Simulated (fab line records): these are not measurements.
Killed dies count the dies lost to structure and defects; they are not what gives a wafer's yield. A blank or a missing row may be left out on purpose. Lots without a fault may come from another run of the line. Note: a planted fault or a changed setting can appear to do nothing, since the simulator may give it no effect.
Which tool is to blame?    flow nand-harc    6 lots, 18 wafers sampled, at 4 steps of a route of 1159

WHAT EACH GAUGE READ, for each wafer
NHARC_THIN_TSV_INSPECT_40.
lot   measured      on                 raw-defect-count
L709  day 19 15:16  defect-inspect-02  469 382 363
L714  day 19 15:17  defect-inspect-01  401 350 380
L715  day 20 10:45  defect-inspect-01  365 374 377
L724  day 22 06:47  defect-inspect-02  449 483 461
L729  day 23 18:19  defect-inspect-02  524 506 644
L732  day 24 18:23  defect-inspect-02  444 410 463

WHAT TOOL EACH LOT RAN ON (gives the tool, then ch and the chambers of the sampled wafers, and finally the start)
lot   NHARC_THIN_TSV_STRIP_45               NHARC_THIN_TSV_EXPOSE_30           NHARC_THIN_TSV_ETCH_59
L709  plasma-asher-01 ch 0,1, day 19 04:49  krf-scanner-04 ch 0, day 19 09:38  rie-metal-02 ch 0,1, day 19 10:08
L714  plasma-asher-02 ch 0, day 19 07:08    krf-scanner-02 ch 0, day 19 11:53  rie-metal-02 ch 1, day 19 12:20
L715  plasma-asher-02 ch 0,1, day 19 22:48  krf-scanner-04 ch 0, day 20 03:50  rie-metal-02 ch 1, day 20 04:17
L724  plasma-asher-02 ch 0,1, day 21 20:53  krf-scanner-03 ch 0, day 22 02:18  rie-metal-02 ch 0,1, day 22 02:44
L729  plasma-asher-01 ch 1, day 23 08:23    krf-scanner-02 ch 0, day 23 13:39  rie-metal-02 ch 0,1, day 23 14:05
L732  plasma-asher-01 ch 0,1, day 24 08:14  krf-scanner-04 ch 0, day 24 13:05  rie-metal-03 ch 0,1, day 24 13:35
- NHARC_THIN_TSV_STRIP_45: strips in O2.
- NHARC_THIN_TSV_EXPOSE_30: exposes mask PAD.
- NHARC_THIN_TSV_ETCH_59: etches the open film in Cl2/BCl3, target depth 880 nm, time 138.1 s.

THE ANSWER, worked out from the rows above alone
Rule: the usual values come from the lots themselves. The widest of any qualifying gaps counts: lots, ordered by their means at a reading, are off when they make up no more than a third of the lots, leave a main group of 4 or more, and stand apart from it by 3 or more times the standard deviation of that group's means. Not used: any main group whose means are identical at the precision the tables above print for the reading. Also off: a lot with no number at a reading for which 4 or more lots have one. Any other lot the step has rows for is counted as sound.
Nothing can be told from this: no lot is off at any reading shown.

WHAT THE SIMULATOR PUT IN
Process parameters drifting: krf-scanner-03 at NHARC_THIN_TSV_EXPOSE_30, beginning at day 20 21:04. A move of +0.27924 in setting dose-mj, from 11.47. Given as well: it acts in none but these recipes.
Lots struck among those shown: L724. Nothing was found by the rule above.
